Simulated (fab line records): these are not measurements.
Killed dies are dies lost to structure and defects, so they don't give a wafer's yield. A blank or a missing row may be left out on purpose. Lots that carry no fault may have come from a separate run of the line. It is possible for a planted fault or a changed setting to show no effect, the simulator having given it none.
fab line records | flow nandHarc | part 1 of 2: steps 1 to 20 of 28
[record] lots = 5 | wafers = 15 | lastDay = 24
route steps=1159 shown A_CHANNEL_HOLE_D1@476 A_CHANNEL_FILL_D1@490
lots with no fault: from the same line, run without faults
startH: the number of hours between the record's first day and the start of the first shown wafer of the lot | waitH: how many hours have passed since the lot's step before this one | " identical to the entry in the row above | L1.1+2: several wafers, shown together as one row | - value missing, or start not given | * or withheld: withheld | < > ~ a bound
route shown NAME@n: names a module that has steps shown in the file, with the first one's number in the route | usual: average and standard deviation across the fault-free wafers | same: alike in all rows | chamber/n: place in a boat | sites: per-site readings | _std_site: the values' standard deviation | _edge_site: inner sites' mean taken away from outer sites' mean | radiusMm: how far each site lies from the wafer's centre | mask NAME#n: copy n | behind: the last tool/chamber to shape the wafer | hold: the reason the lot was held/the length of the hold in hours/how it ended | device: which transistor (n, p or np) failed to switch | end of line: tests of these same wafers at the route's end | step lacking rows: just its recipe | killed: not the wafer's yield, but the dies lost to structure and defects at the first sort | map: dies across one wafer; x = killed, . = not, _ = none there
set.NAME: the setting the step ran with; set.NAME@STEP: the setting that earlier step ran with | model.NAME: the simulator's own value behind a step, which no gauge read
certain route steps with their lots: each step a table, each wafer a row
services: a tool's chamber out of use, with start hour (startH, from the record's first day; less than 0 if before it), hours out, and reason
[[steps]]
[step NHARC_A_CHANNEL_HOLE_D1_ETCH_24]
[recipe] biasV = 5000 | sourceW = withheld | pressureMtorr = 20 | timeS = 906.2 | arFlowSccm = 375 | c4f8FlowSccm = 93.8 | o2FlowSccm = 31.2 | tempC = -20 | targetDepthA = 15000 | chemistry = C4F8/O2/Ar
[usual] chamberPressureMTorr = 20.000/0.019 | drypumpMotorCurrentA = 6.2/0.38 | showerheadPlenumPTorr = 3.71/0.11 | throttleValvePct = 32.235/0.0082
lot.wafer | tool       | chamber | startH | waitH | chamberPressureMTorr | drypumpMotorCurrentA | rfHoursCounterH | showerheadPlenumPTorr | throttleValvePct
L076.4    | harEtch-02 | 0       | 196.10 | 0.6   | 19.989               | 6.0                  | -               | 3.87                  | 32.250
L076.3    | "          | 1       | "      | "     | 19.997               | 5.7                  | -               | 3.68                  | 32.229
L076.6    | "          | 0       | "      | "     | 20.013               | 6.0                  | -               | 3.87                  | 32.238
L078.4    | harEtch-02 | 0       | 209.75 | 0.6   | 19.989               | 6.0                  | -               | 3.86                  | 32.246
L078.6    | "          | 1       | "      | "     | 19.948               | 5.8                  | -               | 3.67                  | 32.236
L078.5    | "          | 0       | "      | "     | 19.988               | 6.0                  | -               | 3.86                  | 32.243
L079.1    | harEtch-02 | 0       | 213.55 | 0.6   | 19.994               | 6.0                  | 119             | 3.86                  | 32.228
L079.4    | "          | 0       | "      | "     | 19.986               | 6.0                  | -               | 3.86                  | 32.232
L079.3    | "          | 1       | "      | "     | 20.007               | 5.7                  | -               | 3.67                  | 32.231
L090.1    | harEtch-01 | 1       | 283.20 | 0.6   | 20.012               | 6.5                  | 239             | 3.74                  | 32.237
L090.3    | "          | 0       | "      | "     | 19.975               | 6.7                  | -               | 3.55                  | 32.249
L090.6    | "          | 0       | "      | "     | 19.994               | 6.7                  | -               | 3.55                  | 32.242
L092.2    | harEtch-02 | 1       | 287.72 | 0.6   | 19.987               | 5.7                  | 154             | 3.65                  | 32.235
L092.4    | "          | 1       | "      | "     | 20.010               | 5.7                  | -               | 3.65                  | 32.225
L092.5    | "          | 0       | "      | "     | 20.000               | 6.0                  | -               | 3.84                  | 32.239
[step NHARC_A_CHANNEL_HOLE_D1_ETCH_25]
[recipe] biasV = 5000 | sourceW = withheld | pressureMtorr = 20 | timeS = 1040.2 | arFlowSccm = 375 | c4f8FlowSccm = 93.8 | o2FlowSccm = 31.2 | tempC = -20 | targetDepthA = 15000 | chemistry = C4F8/O2/Ar
[usual] chamberPressureMTorr = 19.996/0.02 | drypumpMotorCurrentA = 6.2/0.39 | showerheadPlenumPTorr = 3.71/0.11 | throttleValvePct = 32.234/0.0093
lot.wafer | tool       | chamber | startH | waitH | chamberPressureMTorr | drypumpMotorCurrentA | rfHoursCounterH | showerheadPlenumPTorr | throttleValvePct
L076.4    | harEtch-02 | 0       | 196.90 | 0.7   | 20.007               | 6.0                  | -               | 3.86                  | 32.240
L076.3    | "          | 1       | "      | "     | 19.992               | 5.7                  | -               | 3.68                  | 32.202
L076.6    | "          | 0       | "      | "     | 19.962               | 6.0                  | -               | 3.86                  | 32.250
L078.4    | harEtch-02 | 0       | 210.58 | 0.7   | 20.015               | 6.0                  | -               | 3.86                  | 32.239
L078.6    | "          | 1       | "      | "     | 19.986               | 5.7                  | -               | 3.67                  | 32.241
L078.5    | "          | 0       | "      | "     | 19.987               | 6.0                  | -               | 3.86                  | 32.235
L079.1    | harEtch-02 | 0       | 214.32 | 0.6   | 19.971               | 6.0                  | 120             | 3.86                  | 32.221
L079.4    | "          | 0       | "      | "     | 19.995               | 6.0                  | -               | 3.86                  | 32.222
L079.3    | "          | 1       | "      | "     | 19.998               | 5.7                  | -               | 3.67                  | 32.261
L090.1    | harEtch-01 | 1       | 283.97 | 0.6   | 20.000               | 6.5                  | 240             | 3.74                  | 32.235
L090.3    | "          | 0       | "      | "     | 19.974               | 6.7                  | -               | 3.55                  | 32.220
L090.6    | "          | 0       | "      | "     | 20.002               | 6.7                  | -               | 3.55                  | 32.243
L092.2    | harEtch-02 | 1       | 288.51 | 0.7   | 19.986               | 5.8                  | 155             | 3.65                  | 32.236
L092.4    | "          | 1       | "      | "     | 20.006               | 5.8                  | -               | 3.65                  | 32.223
L092.5    | "          | 0       | "      | "     | 20.002               | 6.0                  | -               | 3.84                  | 32.233
[step NHARC_A_CHANNEL_HOLE_D1_ETCH_26]
[recipe] biasV = 300 | sourceW = 2000 | pressureMtorr = 30 | timeS = 224.1 | arFlowSccm = 375 | c4f8FlowSccm = 11.4 | o2FlowSccm = 113.6 | tempC = -20 | targetDepthA = 3000 | chemistry = C4F8/O2/Ar
[usual] chamberPressureMTorr = 30.001/0.028 | drypumpMotorCurrentA = 6.2/0.39 | showerheadPlenumPTorr = 3.76/0.11 | throttleValvePct = 24.585/0.0085
lot.wafer | tool       | chamber | startH | waitH | chamberPressureMTorr | drypumpMotorCurrentA | rfHoursCounterH | showerheadPlenumPTorr | throttleValvePct
L076.4    | harEtch-02 | 0       | 197.55 | 0.5   | 30.020               | 6.0                  | -               | 3.92                  | 24.585
L076.3    | "          | 1       | "      | "     | 30.040               | 5.7                  | -               | 3.73                  | 24.585
L076.6    | "          | 0       | "      | "     | 30.025               | 6.0                  | -               | 3.92                  | 24.590
L078.4    | harEtch-02 | 0       | 211.13 | 0.4   | 29.987               | 6.0                  | -               | 3.92                  | 24.589
L078.6    | "          | 1       | "      | "     | 29.969               | 5.8                  | -               | 3.72                  | 24.585
L078.5    | "          | 0       | "      | "     | 29.975               | 6.0                  | -               | 3.92                  | 24.579
L079.1    | harEtch-02 | 0       | 215.19 | 0.7   | 30.050               | 6.0                  | 121             | 3.92                  | 24.597
L079.4    | "          | 0       | "      | "     | 30.015               | 6.0                  | -               | 3.92                  | 24.586
L079.3    | "          | 1       | "      | "     | 30.001               | 5.7                  | -               | 3.72                  | 24.609
L090.1    | harEtch-01 | 1       | 284.73 | 0.6   | 29.981               | 6.5                  | 241             | 3.79                  | 24.582
L090.3    | "          | 0       | "      | "     | 29.974               | 6.7                  | -               | 3.59                  | 24.584
L090.6    | "          | 0       | "      | "     | 29.997               | 6.7                  | -               | 3.59                  | 24.591
L092.2    | harEtch-02 | 1       | 289.28 | 0.6   | 29.988               | 5.8                  | 156             | 3.70                  | 24.577
L092.4    | "          | 1       | "      | "     | 29.998               | 5.7                  | -               | 3.70                  | 24.589
L092.5    | "          | 0       | "      | "     | 30.027               | 6.0                  | -               | 3.90                  | 24.587
[step NHARC_A_CHANNEL_HOLE_D1_ETCH_33]
[recipe] biasV = 400 | sourceW = 2000 | pressureMtorr = 25 | timeS = 90 | arFlowSccm = 375 | c4f8FlowSccm = 41.7 | o2FlowSccm = 83.3 | tempC = -20 | targetDepthA = 4000 | chemistry = C4F8/O2/Ar
[usual] chamberPressureMTorr = 24.999/0.026 | drypumpMotorCurrentA = 6.2/0.39 | rfFwdPowerW = 1988/6.1 | showerheadPlenumPTorr = 3.75/0.11 | throttleValvePct = 27.619/0.0087
lot.wafer | tool       | chamber | startH | waitH | chamberPressureMTorr | drypumpMotorCurrentA | rfFwdPowerW | rfHoursCounterH | showerheadPlenumPTorr | throttleValvePct
L076.4    | harEtch-02 | 0       | 197.74 | 0.2   | 24.995               | 6.0                  | 1997        | -               | 3.92                  | 27.617
L076.3    | "          | 1       | "      | "     | 24.991               | 5.7                  | 1983        | -               | 3.72                  | 27.605
L076.6    | "          | 0       | "      | "     | 25.004               | 6.0                  | 2002        | -               | 3.91                  | 27.631
L078.4    | harEtch-02 | 0       | 211.32 | 0.2   | 24.981               | 6.0                  | 1986        | -               | 3.91                  | 27.612
L078.6    | "          | 1       | "      | "     | 24.966               | 5.7                  | 1986        | -               | 3.72                  | 27.621
L078.5    | "          | 0       | "      | "     | 24.996               | 6.0                  | 1996        | -               | 3.91                  | 27.611
L079.1    | harEtch-02 | 0       | 215.39 | 0.2   | 25.019               | 6.0                  | 1988        | 121             | 3.91                  | 27.622
L079.4    | "          | 0       | "      | "     | 25.023               | 6.0                  | 1984        | -               | 3.91                  | 27.623
L079.3    | "          | 1       | "      | "     | 25.024               | 5.7                  | 1998        | -               | 3.71                  | 27.620
L090.1    | harEtch-01 | 1       | 284.93 | 0.2   | 24.994               | 6.5                  | 1981        | 241             | 3.79                  | 27.603
L090.3    | "          | 0       | "      | "     | 24.973               | 6.7                  | 1982        | -               | 3.59                  | 27.620
L090.6    | "          | 0       | "      | "     | 24.947               | 6.7                  | 1988        | -               | 3.59                  | 27.629
L092.2    | harEtch-02 | 1       | 289.47 | 0.2   | 25.010               | 5.8                  | 1991        | 156             | 3.69                  | 27.635
L092.4    | "          | 1       | "      | "     | 25.014               | 5.8                  | 1986        | -               | 3.70                  | 27.616
L092.5    | "          | 0       | "      | "     | 24.959               | 6.0                  | 1985        | -               | 3.89                  | 27.630
[step NHARC_A_CHANNEL_HOLE_D1_STRIP_41]
[recipe] n2FlowSccm = 150 | h2FlowSccm = 150 | arFlowSccm = 0 | biasW = 0 | chemistry = N2/H2
lot.wafer  | tool       | chamber | startH | waitH
L076.4+3+6 | rieDiel-01 | 3,1,0   | 198.21 | 0.4
L078.4+6+5 | rieDiel-03 | 0,0,1   | 211.76 | 0.4
L079.3+4+1 | rieDiel-01 | 2,0,1   | 215.92 | 0.4
L090.1+3+6 | rieDiel-03 | 3,0,0   | 285.43 | 0.5
L092.2+4+5 | rieDiel-07 | 1,2,0   | 289.99 | 0.5
[step NHARC_A_CHANNEL_HOLE_D1_STRIP_42]
[recipe] cf4FlowSccm = 100 | chf3FlowSccm = 30 | arFlowSccm = 0 | biasW = 0 | chemistry = CF4/CHF3
lot.wafer  | tool       | chamber | startH | waitH
L076.3+4+6 | rieDiel-01 | 0,1,0   | 198.31 | 0.1
L078.4+5+6 | rieDiel-03 | 0,2,3   | 211.86 | 0.1
L079.1+3+4 | rieDiel-01 | 1,2,3   | 216.02 | 0.1
L090.3+1+6 | rieDiel-03 | 1,0,1   | 285.52 | 0.1
L092.2+4+5 | rieDiel-07 | 0,1,2   | 290.07 | 0.1
[step NHARC_A_CHANNEL_HOLE_D1_STRIP_43]
[recipe] o2FlowSccm = 400 | cosFlowSccm = 20 | arFlowSccm = 0 | biasW = 0 | chemistry = O2/COS
lot.wafer  | tool       | chamber | startH | waitH
L076.4+3+6 | rieDiel-01 | 0,3,0   | 198.37 | 0.1
L078.4+6+5 | rieDiel-03 | 3,1,2   | 211.92 | 0.1
L079.3+1+4 | rieDiel-01 | 2,3,0   | 216.08 | 0.1
L090.3+1+6 | rieDiel-03 | 3,0,2   | 285.59 | 0.1
L092.4+2+5 | rieDiel-07 | 2,3,1   | 290.13 | 0.1
[step NHARC_A_CHANNEL_HOLE_D1_ETCH_44]
[recipe] targetDepthA = 1400 | overetchA = 140 | timeS = 77 | ionEnergyEv = 100 | cf4FlowSccm = 80 | o2FlowSccm = 20 | arFlowSccm = 0 | rfW = 300 | biasW = 100 | chemistry = CF4/O2
[usual] chamberPressureMTorr = 29.996/0.027 | drypumpMotorCurrentA = 5.39/0.28 | oesProductAu = 1.000/0.0085 | rfFwdPowerW = 297.8/0.93 | rfVppV = 197.6/1.5 | showerheadPlenumPTorr = 1.32/0.056 | throttleValvePct = 13.397/0.0094
lot.wafer | tool       | chamber | startH | waitH | chamberPressureMTorr | drypumpMotorCurrentA | oesProductAu | rfFwdPowerW | rfHoursCounterH | rfVppV | showerheadPlenumPTorr | throttleValvePct
L076.4    | rieDiel-01 | 2       | 198.43 | 0.1   | 30.016               | 4.92                 | 1.004        | 299.1       | 1               | 198.3  | 1.36                  | 13.385
L076.3    | "          | 0       | "      | "     | 29.994               | 5.62                 | 1.021        | 297.3       | 4               | 199.2  | 1.36                  | 13.410
L076.6    | "          | 3       | "      | "     | 30.001               | 5.97                 | 1.004        | 297.8       | -               | 198.6  | 1.36                  | 13.409
L078.4    | rieDiel-03 | 3       | 212.00 | 0.1   | 30.026               | 5.46                 | 0.992        | 297.2       | 11              | 198.9  | 1.38                  | 13.396
L078.5    | "          | 0       | "      | "     | 29.986               | 5.01                 | 1.002        | 295.6       | -               | 198.2  | 1.31                  | 13.393
L078.6    | "          | 1       | "      | "     | 30.035               | 5.72                 | 1.000        | 297.9       | -               | 195.6  | 1.25                  | 13.387
L079.3    | rieDiel-01 | 3       | 216.14 | 0.1   | 29.997               | 5.94                 | 0.994        | 300.7       | 6               | 197.9  | 1.36                  | 13.401
L079.4    | "          | 0       | "      | "     | 29.971               | 5.59                 | 1.001        | 299.0       | 5               | 196.9  | 1.36                  | 13.396
L079.1    | "          | 1       | "      | "     | 29.986               | 5.35                 | 1.004        | 299.0       | 5               | 196.2  | 1.30                  | 13.407
L090.3    | rieDiel-03 | 1       | 285.65 | 0.1   | 29.975               | 5.71                 | 1.003        | 297.0       | 4               | 196.4  | 1.25                  | 13.395
L090.1    | "          | 2       | "      | "     | 29.981               | 5.37                 | 0.997        | 297.6       | 4               | 196.4  | 1.24                  | 13.372
L090.6    | "          | 1       | "      | "     | 29.958               | 5.74                 | 1.002        | 298.3       | -               | 195.2  | 1.25                  | 13.399
L092.4    | rieDiel-07 | 1       | 290.19 | 0.1   | 29.970               | 5.61                 | 0.998        | 296.5       | 5               | 200.5  | 1.40                  | 13.386
L092.2    | "          | 2       | "      | "     | 29.999               | 5.34                 | 0.994        | 298.7       | 5               | 197.8  | 1.33                  | 13.394
L092.5    | "          | 2       | "      | "     | 30.046               | 5.35                 | 0.995        | 297.9       | -               | 197.5  | 1.33                  | 13.396
[step NHARC_A_CHANNEL_HOLE_D1_STRIP_27]
[recipe] o2FlowSccm = 500 | arFlowSccm = 0 | biasW = 0 | chemistry = O2
[usual] chamberPressureMTorr = 60.00/0.059 | drypumpMotorCurrentA = 5.37/0.29 | oesProductAu = 0.999/0.0078 | rfVppV = 57.7/0.86 | showerheadPlenumPTorr = 3.51/0.14 | throttleValvePct = 17.037/0.0089
lot.wafer | tool       | chamber | startH | waitH | chamberPressureMTorr | drypumpMotorCurrentA | oesProductAu | rfHoursCounterH | rfVppV | showerheadPlenumPTorr | throttleValvePct
L076.4    | rieDiel-01 | 2       | -      | -     | 60.02                | 4.93                 | 0.999        | 1               | 59.1   | 3.59                  | 17.033
L076.3    | "          | 3       | "      | "     | 59.97                | 5.95                 | 1.000        | 4               | 56.8   | 3.59                  | 17.036
L076.6    | "          | 2       | "      | "     | 60.10                | 4.93                 | 0.997        | -               | 58.8   | 3.59                  | 17.041
L078.4    | rieDiel-03 | 0       | -      | -     | 59.94                | 5.02                 | 1.003        | 9               | 57.4   | 3.47                  | 17.035
L078.5    | "          | 1       | "      | "     | 60.06                | 5.74                 | 0.993        | -               | 56.4   | 3.30                  | 17.024
L078.6    | "          | 2       | "      | "     | 59.95                | 5.36                 | 0.992        | -               | 57.2   | 3.30                  | 17.055
L079.1    | rieDiel-01 | 2       | -      | -     | 59.94                | 4.94                 | 0.991        | 3               | 58.9   | 3.59                  | 17.037
L079.4    | "          | 3       | "      | "     | 59.99                | 5.93                 | 1.004        | 6               | 56.7   | 3.59                  | 17.012
L079.3    | "          | 1       | "      | "     | 60.08                | 5.36                 | 0.998        | 5               | 57.6   | 3.44                  | 17.044
L090.1    | rieDiel-03 | 2       | -      | -     | 60.08                | 5.37                 | 1.003        | 4               | 58.1   | 3.30                  | 17.035
L090.3    | "          | 0       | "      | "     | 59.94                | 5.03                 | 0.999        | 4               | 57.6   | 3.47                  | 17.032
L090.6    | "          | 2       | "      | "     | 60.06                | 5.35                 | 1.009        | -               | 55.9   | 3.30                  | 17.038
L092.4    | rieDiel-07 | 3       | -      | -     | 60.08                | 4.93                 | 1.000        | 5               | 58.3   | 3.67                  | 17.031
L092.2    | "          | 1       | "      | "     | 59.98                | 5.60                 | 0.998        | 5               | 59.1   | 3.69                  | 17.023
L092.5    | "          | 0       | "      | "     | 59.97                | 5.50                 | 1.012        | -               | 56.9   | 3.44                  | 17.041
[step NHARC_A_CHANNEL_HOLE_D1_PRECLEAN_28]
[recipe] timeS = * | tempC = 50 | bathAgeMin = 0 | chemistry = SC1
lot.wafer  | tool        | chamber | startH | waitH
L076.6+4+3 | wetBench-06 | 3,5,6   | 199.11 | -
L078.5+6+4 | wetBench-04 | 5,6,0   | 212.64 | -
L079.4+3+1 | wetBench-04 | 5,6,0   | 216.81 | -
L090.6+3+1 | wetBench-06 | 5,7,2   | 286.30 | -
L092.4+5+2 | wetBench-06 | 4,5,1   | 290.84 | -
[step NHARC_A_CHANNEL_HOLE_D1_SRD_29]
lot.wafer  | tool        | chamber | startH | waitH
L076.6+4+3 | wetBench-06 | 3,5,6   | -      | -
L078.5+6+4 | wetBench-04 | 5,6,0   | -      | -
L079.4+3+1 | wetBench-04 | 5,6,0   | -      | -
L090.6+3+1 | wetBench-06 | 5,7,2   | -      | -
L092.4+5+2 | wetBench-06 | 4,5,1   | -      | -
[step NHARC_A_CHANNEL_HOLE_D1_CD_MEAS_30]
[usual] cdNm = 90.0/0.77
lot.wafer | tool     | chamber | startH | waitH | cdNm
L076.3    | cdSem-03 | -       | 199.24 | -     | 90.9
L076.4    | "        | -       | "      | "     | 89.6
L076.6    | "        | -       | "      | "     | 91.2
L078.4    | cdSem-03 | -       | 212.78 | -     | 90.7
L078.5    | "        | -       | "      | "     | 90.8
L078.6    | "        | -       | "      | "     | 90.2
L079.1    | cdSem-03 | -       | 216.94 | -     | 90.7
L079.3    | "        | -       | "      | "     | 89.5
L079.4    | "        | -       | "      | "     | 91.3
L090.1    | cdSem-02 | -       | 286.44 | -     | 89.9
L090.3    | "        | -       | "      | "     | 91.0
L090.6    | "        | -       | "      | "     | 90.0
L092.2    | cdSem-02 | -       | 290.99 | -     | 90.7
L092.4    | "        | -       | "      | "     | 89.5
L092.5    | "        | -       | "      | "     | 91.2
[step NHARC_A_CHANNEL_HOLE_D1_XSEM_31]
[recipe] landingEnergyEv = 35000
[usual] botCdNm = 74.6/0.95 | bowNm = 8.61/0.23 | tiltDeg = 0.08/0.04
[same] landingEnergyEv = 35000
lot.wafer | tool    | chamber | startH | waitH | botCdNm | bowNm | tiltDeg
L076.3    | xsem-01 | 0       | 199.33 | 0.1   | 75.7    | 8.45  | 0.13
L076.4    | "       | 0       | "      | "     | 74.2    | 8.54  | 0.13
L076.6    | "       | 0       | "      | "     | 75.2    | 8.41  | 0.12
L078.4    | xsem-01 | 0       | 212.87 | 0.1   | 74.8    | 8.60  | 0.06
L078.5    | "       | 0       | "      | "     | 74.2    | 8.53  | 0.06
L078.6    | "       | 0       | "      | "     | 74.0    | 8.62  | 0.06
L079.1    | xsem-01 | 0       | 217.03 | 0.1   | 74.6    | 8.55  | 0.09
L079.3    | "       | 0       | "      | "     | 74.0    | 8.47  | 0.08
L079.4    | "       | 0       | "      | "     | 75.5    | 8.54  | 0.09
L090.1    | xsem-01 | 0       | 286.52 | 0.1   | 73.7    | 8.46  | 0.06
L090.3    | "       | 0       | "      | "     | 74.6    | 8.51  | 0.06
L090.6    | "       | 0       | "      | "     | 73.7    | 8.48  | 0.06
L092.2    | xsem-02 | 0       | 291.08 | 0.1   | 75.7    | 8.26  | 0.05
L092.4    | "       | 0       | "      | "     | 75.0    | 8.32  | 0.05
L092.5    | "       | 0       | "      | "     | 76.5    | 8.15  | 0.05
[step NHARC_A_CHANNEL_HOLE_D1_INSPECT_40]
[usual] rawDefectCount = 62/17
lot.wafer | tool             | chamber | startH | waitH | rawDefectCount
L076.3    | defectInspect-01 | -       | 199.42 | -     | 39
L076.4    | "                | -       | "      | "     | 48
L076.6    | "                | -       | "      | "     | 56
L078.4    | defectInspect-01 | -       | 212.96 | -     | 38
L078.5    | "                | -       | "      | "     | 39
L078.6    | "                | -       | "      | "     | 43
L079.1    | defectInspect-01 | -       | 217.13 | -     | 40
L079.3    | "                | -       | "      | "     | 47
L079.4    | "                | -       | "      | "     | 56
L090.1    | defectInspect-01 | -       | 286.62 | -     | 96
L090.3    | "                | -       | "      | "     | 85
L090.6    | "                | -       | "      | "     | 80
L092.2    | defectInspect-02 | -       | 291.18 | -     | 83
L092.4    | "                | -       | "      | "     | 59
L092.5    | "                | -       | "      | "     | 68
[step NHARC_A_CHANNEL_FILL_D1_PRECLEAN_00]
[recipe] timeS = * | tempC = 50 | bathAgeMin = 0 | chemistry = SC1
lot.wafer  | tool        | chamber | startH | waitH
L076.6+4+3 | wetBench-09 | 2,3,7   | 199.47 | 0.0
L078.6+5+4 | wetBench-01 | 0,1,2   | 213.02 | 0.1
L079.3+1+4 | wetBench-02 | 5,6,7   | 217.19 | 0.1
L090.1+3+6 | wetBench-02 | 6,7,2   | 286.67 | 0.1
L092.4+5+2 | wetBench-01 | 2,5,6   | 291.23 | 0.1
[step NHARC_A_CHANNEL_FILL_D1_SRD_01]
lot.wafer  | tool        | chamber | startH | waitH
L076.6+4+3 | wetBench-09 | 2,3,7   | -      | -
L078.6+5+4 | wetBench-01 | 0,1,2   | -      | -
L079.3+1+4 | wetBench-02 | 5,6,7   | -      | -
L090.1+3+6 | wetBench-02 | 6,7,2   | -      | -
L092.4+5+2 | wetBench-01 | 2,5,6   | -      | -
[step NHARC_A_CHANNEL_FILL_D1_ALD_02]
[recipe] targetThkA = 60 | pulseTimeS = 10 | aldCycles = 60 | tempC = 300 | material = SiO2
[usual] heaterPowerW = 473/46 | precursorPulseHeightRel = 1.002/0.021 | susceptorTempC = 299.99/0.2
[same] pulseTimeS = 10
lot.wafer | tool     | chamber | startH | waitH | heaterPowerW | precursorPulseHeightRel | susceptorTempC
L076.3    | aldHk-02 | 3       | 199.61 | -     | 431          | 1.023                   | 300.09
L076.4    | "        | 0       | "      | "     | 404          | 1.046                   | 299.93
L076.6    | "        | 3       | "      | "     | 447          | 0.996                   | 300.20
L078.4    | aldHk-02 | 0       | 213.23 | -     | 405          | 1.021                   | 299.86
L078.6    | "        | 3       | "      | "     | 421          | 1.000                   | 299.90
L078.5    | "        | 0       | "      | "     | 404          | 0.965                   | 299.72
L079.3    | aldHk-01 | 2       | 218.73 | -     | 451          | 1.045                   | -
L079.1    | "        | 3       | "      | "     | 443          | 1.001                   | -
L079.4    | "        | 0       | "      | "     | 467          | 1.020                   | -
L090.1    | aldHk-01 | 2       | 286.89 | -     | 441          | 0.973                   | 300.03
L090.3    | "        | 3       | "      | "     | 423          | 1.034                   | 299.86
L090.6    | "        | 1       | "      | "     | 495          | 1.012                   | 300.09
L092.2    | aldHk-04 | 2       | 291.52 | -     | 454          | 0.995                   | 299.97
L092.4    | "        | 3       | "      | "     | 546          | 1.001                   | 300.29
L092.5    | "        | 1       | "      | "     | 576          | 1.012                   | 300.07
[step NHARC_A_CHANNEL_FILL_D1_ALD_03]
[recipe] targetThkA = 60 | pulseTimeS = 60 | aldCycles = 58 | tempC = 630 | pressureTorr = 2 | material = SiNx
[usual] precursorPulseHeightRel = 1.002/0.019 | susceptorTempC = 630.0/0.3
[same] pulseTimeS = 60
lot.wafer | tool           | chamber | startH | waitH | precursorPulseHeightRel | susceptorTempC
L076.3    | aldSinBatch-02 | 0       | -      | -     | 1.028                   | 629.8
L076.4    | "              | 0       | "      | "     | 1.026                   | 629.9
L076.6    | "              | 0       | "      | "     | 1.015                   | 630.1
L078.4    | aldSinBatch-01 | 0       | -      | -     | 1.022                   | -
L078.5    | "              | 0       | "      | "     | 1.016                   | -
L078.6    | "              | 0       | "      | "     | 0.982                   | -
L079.1    | aldSinBatch-02 | 0       | -      | -     | 1.031                   | 630.2
L079.3    | "              | 0       | "      | "     | 1.003                   | 629.6
L079.4    | "              | 0       | "      | "     | 0.971                   | 630.7
L090.1    | aldSinBatch-03 | 0       | -      | -     | 0.967                   | 629.6
L090.3    | "              | 0       | "      | "     | 0.980                   | 630.0
L090.6    | "              | 0       | "      | "     | 1.023                   | 630.1
L092.2    | aldSinBatch-01 | 0       | -      | -     | 0.992                   | 630.0
L092.4    | "              | 0       | "      | "     | 1.026                   | 630.0
L092.5    | "              | 0       | "      | "     | 1.037                   | 629.9
[step NHARC_A_CHANNEL_FILL_D1_ALD_14]
[recipe] targetThkA = 25 | pulseTimeS = 10 | aldCycles = 25 | tempC = 300 | material = SiO2
[usual] heaterPowerW = 476/47 | precursorPulseHeightRel = 0.998/0.022 | susceptorTempC = 300.00/0.19
[same] pulseTimeS = 10
lot.wafer | tool     | chamber | startH | waitH | heaterPowerW | precursorPulseHeightRel | susceptorTempC
L076.4    | aldHk-01 | 2       | 206.70 | 0.1   | 438          | 1.028                   | 300.11
L076.3    | "        | 0       | "      | "     | 468          | 0.993                   | 299.93
L076.6    | "        | 2       | "      | "     | 437          | 0.982                   | 299.82
L078.4    | aldHk-04 | 3       | 220.14 | 0.0   | 557          | 0.992                   | 299.59
L078.5    | "        | 3       | "      | "     | 550          | 0.991                   | 299.95
L078.6    | "        | 0       | "      | "     | 473          | 0.994                   | 299.76
L079.1    | aldHk-01 | 2       | 226.56 | 0.9   | 437          | 0.993                   | 300.05
L079.3    | "        | 3       | "      | "     | 432          | 0.976                   | 299.87
L079.4    | "        | 0       | "      | "     | 472          | 1.018                   | 299.95
L090.1    | aldHk-01 | 0       | 293.87 | 0.0   | 484          | 0.969                   | 300.50
L090.3    | "        | 3       | "      | "     | 435          | 0.978                   | 299.63
L090.6    | "        | 1       | "      | "     | 486          | 0.987                   | 300.25
L092.2    | aldHk-01 | 2       | 298.34 | 0.3   | 431          | 0.967                   | 300.04
L092.4    | "        | 3       | "      | "     | 427          | 1.009                   | 299.91
L092.5    | "        | 1       | "      | "     | 487          | 0.982                   | 300.05
[step NHARC_A_CHANNEL_FILL_D1_ALD_15]
[recipe] targetThkA = 20 | pulseTimeS = 60 | aldCycles = 19 | tempC = 630 | pressureTorr = 2 | material = SiNx
[usual] precursorPulseHeightRel = 1.001/0.019 | susceptorTempC = 629.96/0.3
[same] pulseTimeS = 60
lot.wafer | tool           | chamber | startH | waitH | precursorPulseHeightRel | susceptorTempC
L076.3    | aldSinBatch-03 | 0       | -      | -     | 1.014                   | -
L076.4    | "              | 0       | "      | "     | 1.023                   | -
L076.6    | "              | 0       | "      | "     | 1.018                   | -
L078.4    | aldSinBatch-03 | 0       | 223.27 | 3.1   | 1.024                   | 629.74
L078.5    | "              | 0       | "      | "     | 0.991                   | 629.80
L078.6    | "              | 0       | "      | "     | 1.001                   | 629.99
L079.1    | aldSinBatch-03 | 0       | -      | -     | 1.013                   | -
L079.3    | "              | 0       | "      | "     | 0.999                   | -
L079.4    | "              | 0       | "      | "     | 0.996                   | -
L090.1    | aldSinBatch-02 | 0       | -      | -     | 1.006                   | 629.99
L090.3    | "              | 0       | "      | "     | 1.017                   | 629.59
L090.6    | "              | 0       | "      | "     | 1.030                   | 629.86
L092.2    | aldSinBatch-03 | 0       | -      | -     | 0.985                   | -
L092.4    | "              | 0       | "      | "     | 1.022                   | -
L092.5    | "              | 0       | "      | "     | 1.051                   | -
